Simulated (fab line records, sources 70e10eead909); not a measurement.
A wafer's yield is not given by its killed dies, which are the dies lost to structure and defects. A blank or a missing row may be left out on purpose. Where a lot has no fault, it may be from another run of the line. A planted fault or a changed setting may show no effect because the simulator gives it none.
Struck lot and sound lot, side by side	flow nand-harc	14 out of 1302 route steps
Sound: these wafers, L100.2, L100.3, L100.4. Wafers struck: L110.3, L110.4, L110.6. At the end, the cause is stated.
Order at every step that has rows: each side's tool, ch and its chambers, its first start. Under that, the readings that differ: sound wafers	struck wafers	difference of the means	sigmas: that difference in standard deviations of wafers without a fault.
alike: same words and numbers on both sides, and readings whose means sit less than 2 such deviations apart. not compared: any withheld reading, any reading some wafer has no value for, any bound like >300 that may hide the same value, and any number with overlapping values for which the record gives no deviation.
Wherever a step has rows on one side only, a row that says differs or no value, or a row with sigmas, the two part there. Numbers that have no deviation but don't overlap get no sigmas and don't part them. A reading that every wafer of one side lacks parts them only if that side has two wafers or more.

NHARC_P_CONTACT_DESCUM_17: chemistry O2, time 3 s.
  sound on rie-diel-03 ch 0,1,3, day 6 16:29; struck on rie-diel-03 ch 0,3, day 11 04:40
  alike: drypump-motor-current-A, oes-product-au, rf-vpp-V, showerhead-plenum-p-Torr, throttle-valve-pct
  not compared: rf-hours-counter-h
NHARC_P_CONTACT_ETCH_35: etches the open film in CF4, target depth 39 nm, time 65 s.
  sound on rie-diel-03 ch 1,2,3, day 6 16:34; struck on rie-diel-03 ch 0,1,3, day 11 04:46
  alike: drypump-motor-current-A, oes-product-au, rf-fwd-power-W, rf-vpp-V, showerhead-plenum-p-Torr, throttle-valve-pct
  not compared: rf-hours-counter-h
then, 3 steps without rows for these wafers: NHARC_P_CONTACT_ETCH_36 (etches the open film in N2/H2, target depth 260 nm, time 406.25 s); NHARC_P_CONTACT_ETCH_18 (etches the open film in C4F8/O2/Ar, target depth 481 nm, time 240.5 s); NHARC_P_CONTACT_STRIP_37 (strips in C4F8/O2/Ar).
NHARC_P_CONTACT_ETCH_31: etches the open film in CH3F/O2, target depth 30 nm, time 85.7 s.
  sound: rie-diel-03 ch 0,1,2; struck: rie-diel-03 ch 2,3
  alike: ch3f-flow-sccm, drypump-motor-current-A, oes-product-au, rf-fwd-power-W, rf-vpp-V, showerhead-plenum-p-Torr, throttle-valve-pct
  not compared: rf-hours-counter-h
NHARC_P_CONTACT_CD_MEAS_19:
  struck on cd-sem-02, day 11 05:32; sound on cd-sem-01, day 6 17:22
  alike: cd-nm
NHARC_P_CONTACT_STRIP_28: strips in O2.
  sound on rie-diel-02 ch 0,2,3, day 6 17:26; struck on rie-diel-02 ch 0,1,2, day 11 05:38
  alike: drypump-motor-current-A, oes-product-au, rf-vpp-V, showerhead-plenum-p-Torr, throttle-valve-pct
  not compared: rf-hours-counter-h
then, 3 steps without rows for these wafers: NHARC_P_CONTACT_STRIP_29 (strips in post etch residue remover, time 1200 s); NHARC_P_CONTACT_DEGAS_38 (time 60 s); NHARC_P_CONTACT_PRE_CLEAN_39 (time 19.5 s).
NHARC_P_CONTACT_PVD_32: deposits Ti, target thk 5 nm, time 17.7 s.
  sound on pvd-sputter-02; struck on pvd-sputter-02
  alike: throttle-valve-pct
NHARC_P_CONTACT_ALD_22: deposits TiN, target thk 3 nm, pulse time 1 s, ald cycles 150.
  sound on ald-metal-04 ch 0,1,2, day 6 18:19; struck on ald-metal-04 ch 0,3, day 11 06:29
  no value came back on the struck wafers for any of 5 readings (ald-cycles, heater-power-outer-w (W) and others); on the sound wafers ald-cycles reads 150 150 150
then, 1 step without rows for these wafers: NHARC_P_CONTACT_CVD_23 (deposits W, target thk 200 nm, time 557 s).

WHERE THEY PART
NHARC_P_CONTACT_ALD_22 only, going by this record.

WHY: what had been put in by the simulator
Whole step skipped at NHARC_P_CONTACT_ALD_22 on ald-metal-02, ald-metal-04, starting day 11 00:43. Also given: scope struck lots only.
